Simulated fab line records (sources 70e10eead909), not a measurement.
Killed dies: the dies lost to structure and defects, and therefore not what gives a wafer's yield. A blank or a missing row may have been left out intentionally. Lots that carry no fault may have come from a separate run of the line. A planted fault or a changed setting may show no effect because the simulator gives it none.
The tool behind it: which one?    flow nand_harc    24 lots with 72 wafers sampled at 6 steps, on a route of 1159 steps

== WHAT THE GAUGES READ, wafer by wafer ==
The record holds no reading of a measuring or inspecting step that can be judged against a usual standard deviation.

== TOOL THAT RAN EACH LOT (tool first, then ch and the chambers of the sampled wafers, then the start) ==
lot   NHARC_A_CHANNEL_HOLE_D1_STRIP_27               NHARC_A_CHANNEL_HOLE_D1_XSEM_31  NHARC_A_CHANNEL_FILL_D1_ALD_15                  NHARC_A_CHANNEL_FILL_D1_ALD_16    NHARC_A_CHANNEL_FILL_D1_ETCHBACK_08          NHARC_A_CHANNEL_FILL_D1_STRIP_29
L075  rie_diel-11 ch 0,3, day 8 17:35 or earlier     xsem-01 ch 0, day 8 17:35        ald_sin_batch-02 ch 0, day 9 07:34 or earlier   ald_hk-03 ch 0,1,2, day 9 07:34   rie_diel-13 ch 0,1, no start                 rie_diel-13 ch 0,1,2, no start
L074  rie_diel-11 ch 0,1, day 8 21:44 or earlier     xsem-01 ch 0, day 8 21:44        ald_sin_batch-01 ch 0, day 9 12:32 or earlier   ald_hk-03 ch 0,1,2, day 9 12:32   rie_diel-13 ch 0,1, no start                 rie_diel-13 ch 0,3, no start
L077  rie_diel-09 ch 1,2,3, day 9 05:23 or earlier   xsem-01 ch 0, day 9 05:23        ald_sin_batch-02 ch 0, day 9 20:01 or earlier   ald_hk-02 ch 1,2,3, day 9 20:01   rie_diel-08 ch 0,1,2, no start               rie_diel-08 ch 0,1, no start
L076  rie_diel-04 ch 1,3, day 9 05:22 or earlier     xsem-02 ch 0, day 9 05:22        ald_sin_batch-02 ch 0, day 9 19:51 or earlier   ald_hk-02 ch 0,1, day 9 19:51     rie_diel-13 ch 0,2,3, no start               rie_diel-13 ch 1,2,3, no start
L078  rie_diel-11 ch 0,1,2, day 9 09:23 or earlier   xsem-02 ch 0, day 9 09:23        ald_sin_batch-02 ch 0, day 9 20:12 or earlier   ald_hk-02 ch 0,2,3, day 9 20:12   rie_diel-08 ch 1,2,3, no start               rie_diel-08 ch 0,1,3, no start
L079  rie_diel-11 ch 0,1,2, day 9 13:56 or earlier   xsem-01 ch 0, day 9 13:56        ald_sin_batch-02 ch 0, day 10 02:28 or earlier  ald_hk-02 ch 1,3, day 10 02:28    rie_diel-13 ch 0,2,3, no start               rie_diel-13 ch 1,2,3, no start
L080  rie_diel-04 ch 0,1,2, day 10 05:40 or earlier  xsem-02 ch 0, day 10 05:40       ald_sin_batch-01 ch 0, day 10 18:03 or earlier  ald_hk-03 ch 0,2,3, day 10 18:03  rie_diel-13 ch 1,2,3, no start               rie_diel-13 ch 1,2,3, no start
L081  rie_diel-09 ch 1,2, day 10 05:55 or earlier    xsem-01 ch 0, day 10 05:55       ald_sin_batch-01 ch 0, day 10 18:03 or earlier  ald_hk-02 ch 0,2, day 10 18:03    rie_diel-08 ch 0,1,3, no start               rie_diel-08 ch 1,3, no start
L082  rie_diel-11 ch 0,3, day 10 15:29 or earlier    xsem-02 ch 0, day 10 15:29       ald_sin_batch-02 ch 0, day 11 04:49 or earlier  ald_hk-01 ch 2,3, day 11 04:49    rie_diel-08 ch 0,2, day 12 12:13 or earlier  rie_diel-08 ch 0,1, day 12 12:13
L083  rie_diel-04 ch 1,3, day 10 15:37 or earlier    xsem-01 ch 0, day 10 15:37       ald_sin_batch-02 ch 0, day 11 04:47 or earlier  ald_hk-02 ch 1,3, day 11 04:47    rie_diel-01 ch 0,2,3, no start               rie_diel-01 ch 1,3, no start
L084  rie_diel-11 ch 0,1,3, day 10 19:41 or earlier  xsem-02 ch 0, day 10 19:41       ald_sin_batch-03 ch 0, day 11 11:22 or earlier  ald_hk-03 ch 0,3, day 11 11:22    rie_diel-08 ch 1,2,3, no start               rie_diel-08 ch 0,3, no start
L087  rie_diel-11 ch 1,2,3, day 11 16:53 or earlier  xsem-01 ch 0, day 11 16:53       ald_sin_batch-02 ch 0, day 12 08:37 or earlier  ald_hk-01 ch 1,2,3, day 12 08:37  rie_diel-13 ch 0,2, day 13 15:43 or earlier  rie_diel-13 ch 0,2,3, day 13 15:43
L085  rie_diel-04 ch 0,1,2, day 11 17:04 or earlier  xsem-02 ch 0, day 11 17:04       ald_sin_batch-02 ch 0, day 12 08:25 or earlier  ald_hk-01 ch 1,2, day 12 08:25    rie_diel-01 ch 1,2,3, no start               rie_diel-01 ch 0,1,3, no start
L086  rie_diel-04 ch 1,2,3, day 11 21:02 or earlier  xsem-01 ch 0, day 11 21:02       ald_sin_batch-03 ch 0, day 12 10:26 or earlier  ald_hk-01 ch 1,2,3, day 12 10:26  rie_diel-01 ch 1,2,3, no start               rie_diel-01 ch 1,2,3, no start
L089  rie_diel-11 ch 0,1,3, day 12 06:53 or earlier  xsem-02 ch 0, day 12 06:53       ald_sin_batch-03 ch 0, day 12 20:57 or earlier  ald_hk-03 ch 1,3, day 12 20:57    rie_diel-08 ch 0,3, no start                 rie_diel-08 ch 0,2, no start
L088  rie_diel-09 ch 1,2, day 12 08:00 or earlier    xsem-01 ch 0, day 12 08:00       ald_sin_batch-03 ch 0, day 12 20:56 or earlier  ald_hk-01 ch 0,2,3, day 12 20:56  rie_diel-08 ch 1,2,3, no start               rie_diel-08 ch 0,1,2, no start
L091  rie_diel-04 ch 0,2,3, day 12 12:56 or earlier  xsem-02 ch 0, day 12 12:56       ald_sin_batch-01 ch 0, day 13 01:35 or earlier  ald_hk-03 ch 0,1,2, day 13 01:35  rie_diel-13 ch 0,1,2, no start               rie_diel-13 ch 0,1,3, no start
L090  rie_diel-11 ch 1,2,3, day 12 13:15 or earlier  xsem-01 ch 0, day 12 13:15       ald_sin_batch-01 ch 0, day 13 01:27 or earlier  ald_hk-03 ch 0,2,3, day 13 01:27  rie_diel-13 ch 0,1,2, no start               rie_diel-13 ch 0,1,2, no start
L092  rie_diel-11 ch 0,1,2, day 13 00:10 or earlier  xsem-02 ch 0, day 13 00:10       ald_sin_batch-03 ch 0, day 13 13:41 or earlier  ald_hk-02 ch 0,1, day 13 13:41    rie_diel-13 ch 1,2, no start                 rie_diel-13 ch 0,1,2, no start
L093  rie_diel-04 ch 0,1,3, day 13 11:49 or earlier  xsem-01 ch 0, day 13 11:49       ald_sin_batch-02 ch 0, day 14 04:53 or earlier  ald_hk-01 ch 0,1, day 14 04:53    rie_diel-13 ch 0,1, no start                 rie_diel-13 ch 2,3, no start
L094  rie_diel-04 ch 2,3, day 13 15:29 or earlier    xsem-01 ch 0, day 13 15:29       ald_sin_batch-02 ch 0, day 14 05:01 or earlier  ald_hk-02 ch 0,2,3, day 14 05:01  rie_diel-01 ch 0,3, no start                 rie_diel-01 ch 0,2,3, no start
L096  rie_diel-11 ch 1,2,3, day 13 19:44 or earlier  xsem-01 ch 0, day 13 19:44       ald_sin_batch-01 ch 0, day 14 10:13 or earlier  ald_hk-03 ch 0,1,3, day 14 10:13  rie_diel-08 ch 1,2,3, no start               rie_diel-08 ch 0,2,3, no start
L095  rie_diel-11 ch 0,1,2, day 13 21:28 or earlier  xsem-01 ch 0, day 13 21:28       ald_sin_batch-01 ch 0, day 14 10:23 or earlier  ald_hk-03 ch 0,2,3, day 14 10:23  rie_diel-08 ch 0,2,3, no start               rie_diel-08 ch 0,2,3, no start
L097  rie_diel-11 ch 0,1,2, day 14 07:19 or earlier  xsem-02 ch 0, day 14 07:19       ald_sin_batch-02 ch 0, day 14 21:09 or earlier  ald_hk-02 ch 2,3, day 14 21:09    rie_diel-13 ch 0,1,3, no start               rie_diel-13 ch 1,3, no start
- NHARC_A_CHANNEL_HOLE_D1_STRIP_27: strips in O2.
- NHARC_A_CHANNEL_HOLE_D1_XSEM_31
- NHARC_A_CHANNEL_FILL_D1_ALD_15: deposits SiNx, target thk 2 nm, pulse time 60 s, ald cycles 19.
- NHARC_A_CHANNEL_FILL_D1_ALD_16: deposits SiO2, target thk 1.5 nm, pulse time 10 s, ald cycles 15.
- NHARC_A_CHANNEL_FILL_D1_ETCHBACK_08: etches the open film in C4F8, target depth 220 nm, time 110 s.
- NHARC_A_CHANNEL_FILL_D1_STRIP_29: strips in O2, time 20 s.

== WHAT THE TOOLS THEMSELVES READ (means of the sampled wafers that have a number; where no wafer has one, the mark that the record gives instead) ==
NHARC_A_CHANNEL_HOLE_D1_STRIP_27.
lot   tool         drypump_motor_current_A (A)  mfc_ar_sccm (sccm)  oes_product_au (a.u.)  rf_vpp_V (V)  showerhead_plenum_p_Torr (Torr)  throttle_valve_pct (%)
L075  rie_diel-11  5.9                          0.008               0.995                  57.8          3.48                             17.037
L074  rie_diel-11  6.1                          0.003               1.001                  57.2          3.48                             17.035
L077  rie_diel-09  5.5                          0.012               0.996                  58.5          3.61                             17.040
L076  rie_diel-04  5.6                          0.000               1.001                  58.1          3.56                             17.033
L078  rie_diel-11  6.1                          0.003               0.996                  58.4          3.54                             17.037
L079  rie_diel-11  6.1                          0.003               0.997                  57.4          3.54                             17.026
L080  rie_diel-04  5.8                          0.025               1.002                  57.0          3.53                             17.035
L081  rie_diel-09  5.4                          0.023               0.999                  58.4          3.61                             17.033
L082  rie_diel-11  5.9                          0.008               1.010                  57.1          3.47                             17.036
L083  rie_diel-04  5.6                          0.000               0.994                  59.2          3.56                             17.034
L084  rie_diel-11  6.1                          0.011               1.007                  56.4          3.41                             17.035
L087  rie_diel-11  6.1                          0.011               1.001                  58.1          3.48                             17.035
L085  rie_diel-04  5.7                          0.025               1.000                  57.8          3.53                             17.035
L086  rie_diel-04  5.8                          0.013               0.998                  57.9          3.56                             17.030
L089  rie_diel-11  6.1                          0.011               1.006                  57.3          3.41                             17.035
L088  rie_diel-09  5.5                          0.012               0.994                  58.3          3.66                             17.029
L091  rie_diel-04  5.9                          0.025               0.999                  57.7          3.58                             17.033
L090  rie_diel-11  6.1                          0.011               0.993                  57.6          3.48                             17.038
L092  rie_diel-11  6.1                          0.003               1.005                  57.7          3.54                             17.040
L093  rie_diel-04  5.6                          0.012               1.001                  57.7          3.52                             17.038
L094  rie_diel-04  6.1                          0.027               1.004                  57.2          3.62                             17.036
L096  rie_diel-11  6.1                          0.011               1.001                  58.1          3.48                             17.036
L095  rie_diel-11  6.1                          0.003               0.996                  57.5          3.53                             17.036
L097  rie_diel-11  6.1                          0.003               1.005                  57.9          3.53                             17.041

NHARC_A_CHANNEL_HOLE_D1_XSEM_31.
lot   tool     bot_cd_nm (nm)  bow_nm (nm)  tilt_deg (degrees)
L075  xsem-01  75.4            8.56         0.02
L074  xsem-01  75.6            8.43         0.06
L077  xsem-01  73.8            8.28         0.06
L076  xsem-02  74.5            8.32         0.02
L078  xsem-02  75.1            8.73         -0.03
L079  xsem-01  73.4            8.78         0.04
L080  xsem-02  75.3            8.98         0.10
L081  xsem-01  73.3            8.23         0.07
L082  xsem-02  74.2            8.35         0.01
L083  xsem-01  73.6            8.85         0.07
L084  xsem-02  74.2            8.12         0.05
L087  xsem-01  75.0            8.53         0.03
L085  xsem-02  73.9            8.53         0.07
L086  xsem-01  73.7            8.62         0.02
L089  xsem-02  73.4            8.42         0.18
L088  xsem-01  75.8            9.13         0.02
L091  xsem-02  74.5            8.36         0.08
L090  xsem-01  75.5            8.67         0.02
L092  xsem-02  73.9            8.81         0.02
L093  xsem-01  74.0            8.66         0.04
L094  xsem-01  74.5            8.58         0.17
L096  xsem-01  74.8            8.72         0.06
L095  xsem-01  75.7            8.20         0.07
L097  xsem-02  75.0            8.52         0.06

NHARC_A_CHANNEL_FILL_D1_ALD_15.
lot   tool              precursor_pulse_height_rel
L075  ald_sin_batch-02  0.988
L074  ald_sin_batch-01  1.003
L077  ald_sin_batch-02  1.000
L076  ald_sin_batch-02  0.982
L078  ald_sin_batch-02  1.025
L079  ald_sin_batch-02  0.986
L080  ald_sin_batch-01  1.002
L081  ald_sin_batch-01  1.008
L082  ald_sin_batch-02  1.014
L083  ald_sin_batch-02  1.008
L084  ald_sin_batch-03  0.995
L087  ald_sin_batch-02  0.992
L085  ald_sin_batch-02  1.020
L086  ald_sin_batch-03  0.996
L089  ald_sin_batch-03  1.001
L088  ald_sin_batch-03  1.006
L091  ald_sin_batch-01  0.995
L090  ald_sin_batch-01  0.988
L092  ald_sin_batch-03  1.006
L093  ald_sin_batch-02  0.993
L094  ald_sin_batch-02  0.988
L096  ald_sin_batch-01  0.985
L095  ald_sin_batch-01  1.007
L097  ald_sin_batch-02  0.989

NHARC_A_CHANNEL_FILL_D1_ALD_16.
lot   tool       heater_power_w (W)  precursor_pulse_height_rel
L075  ald_hk-03  417                 1.006
L074  ald_hk-03  412                 0.995
L077  ald_hk-02  457                 1.010
L076  ald_hk-02  523                 0.982
L078  ald_hk-02  489                 0.994
L079  ald_hk-02  410                 0.992
L080  ald_hk-03  446                 0.995
L081  ald_hk-02  519                 1.024
L082  ald_hk-01  480                 1.013
L083  ald_hk-02  442                 0.996
L084  ald_hk-03  420                 1.001
L087  ald_hk-01  485                 1.026
L085  ald_hk-01  501                 1.004
L086  ald_hk-01  487                 0.994
L089  ald_hk-03  451                 1.007
L088  ald_hk-01  458                 1.003
L091  ald_hk-03  419                 0.999
L090  ald_hk-03  448                 1.025
L092  ald_hk-02  482                 1.014
L093  ald_hk-01  508                 1.011
L094  ald_hk-02  473                 0.983
L096  ald_hk-03  444                 0.991
L095  ald_hk-03  448                 1.007
L097  ald_hk-02  438                 0.977

NHARC_A_CHANNEL_FILL_D1_ETCHBACK_08.
lot   tool         oes_product_au (a.u.)  rf_fwd_power_W (W)  rf_vpp_V (V)
L075  rie_diel-13  1.01                   594.8               438.0
L074  rie_diel-13  0.92                   594.8               438.1
L077  rie_diel-08  0.92                   595.1               440.7
L076  rie_diel-13  1.00                   594.8               439.5
L078  rie_diel-08  0.93                   596.4               440.7
L079  rie_diel-13  0.93                   596.4               440.1
L080  rie_diel-13  0.93                   595.5               438.8
L081  rie_diel-08  0.92                   597.3               441.1
L082  rie_diel-08  0.92                   596.5               442.5
L083  rie_diel-01  0.92                   594.9               441.0
L084  rie_diel-08  0.93                   597.5               441.3
L087  rie_diel-13  1.01                   597.1               438.2
L085  rie_diel-01  0.92                   595.9               441.4
L086  rie_diel-01  0.93                   597.3               441.5
L089  rie_diel-08  0.99                   596.1               441.7
L088  rie_diel-08  1.00                   594.2               441.4
L091  rie_diel-13  0.92                   595.8               439.2
L090  rie_diel-13  0.99                   596.2               438.5
L092  rie_diel-13  0.97                   594.2               436.7
L093  rie_diel-13  1.01                   594.8               438.6
L094  rie_diel-01  1.01                   596.7               439.0
L096  rie_diel-08  1.00                   594.7               440.8
L095  rie_diel-08  1.00                   595.6               442.6
L097  rie_diel-13  0.92                   596.4               439.8

NHARC_A_CHANNEL_FILL_D1_STRIP_29.
lot   tool         drypump_motor_current_A (A)  mfc_ar_sccm (sccm)  oes_product_au (a.u.)  rf_vpp_V (V)  showerhead_plenum_p_Torr (Torr)  throttle_valve_pct (%)
L075  rie_diel-13  4.9                          0.008               0.997                  57.2          3.39                             17.036
L074  rie_diel-13  5.0                          0.004               0.997                  57.2          3.51                             17.029
L077  rie_diel-08  6.0                          0.000               0.997                  57.3          3.38                             17.037
L076  rie_diel-13  5.3                          0.012               0.996                  58.2          3.43                             17.033
L078  rie_diel-08  6.0                          0.000               0.996                  57.1          3.52                             17.032
L079  rie_diel-13  5.3                          0.012               1.002                  57.2          3.43                             17.035
L080  rie_diel-13  5.3                          0.012               0.994                  58.1          3.43                             17.034
L081  rie_diel-08  5.7                          0.000               1.004                  58.3          3.59                             17.034
L082  rie_diel-08  6.0                          0.000               0.993                  57.5          3.38                             17.029
L083  rie_diel-01  5.8                          0.000               1.003                  57.0          3.55                             17.041
L084  rie_diel-08  6.2                          0.000               0.999                  58.4          3.60                             17.043
L087  rie_diel-13  5.1                          0.010               0.999                  58.3          3.47                             17.028
L085  rie_diel-01  5.9                          0.005               0.996                  58.0          3.52                             17.046
L086  rie_diel-01  5.8                          0.000               1.000                  57.9          3.55                             17.047
L089  rie_diel-08  6.4                          0.000               1.006                  58.5          3.59                             17.043
L088  rie_diel-08  6.2                          0.000               0.999                  57.1          3.51                             17.033
L091  rie_diel-13  5.1                          0.006               0.998                  57.5          3.47                             17.035
L090  rie_diel-13  4.9                          0.008               1.000                  56.6          3.39                             17.042
L092  rie_diel-13  4.9                          0.008               0.988                  57.5          3.39                             17.031
L093  rie_diel-13  5.3                          0.016               0.995                  57.5          3.43                             17.045
L094  rie_diel-01  5.9                          0.005               0.994                  58.2          3.52                             17.027
L096  rie_diel-08  6.1                          0.000               1.000                  57.5          3.65                             17.043
L095  rie_diel-08  6.1                          0.000               0.998                  57.5          3.65                             17.034
L097  rie_diel-13  5.5                          0.011               0.986                  58.2          3.52                             17.040

== THE ANSWER, worked out from the rows above alone ==
Rule: the lots themselves supply what counts as usual. The widest of any qualifying gaps counts: lots, ordered by their means at a reading, are off when they make up no more than a third of the lots, leave a main group of 4 or more, and stand apart from it by 3 or more times the standard deviation of that group's means. Not used: any main group whose means are identical at the precision the tables above print for the reading. A lot without any number at a reading at which 4 lots or more have one is off too. Where the step has rows for the other lots, those lots are counted as sound. After the gauges, taken in route order, come the tools' own readings; for these a lot's mean is taken, as printed above. The first step at which some lot is off is used, and at that step the reading that is off furthest; a lot without a number counts as furthest.
Across all readings shown, no lot is off: no conclusion can be drawn from this.

== WHAT THE SIMULATOR HAD PUT IN ==
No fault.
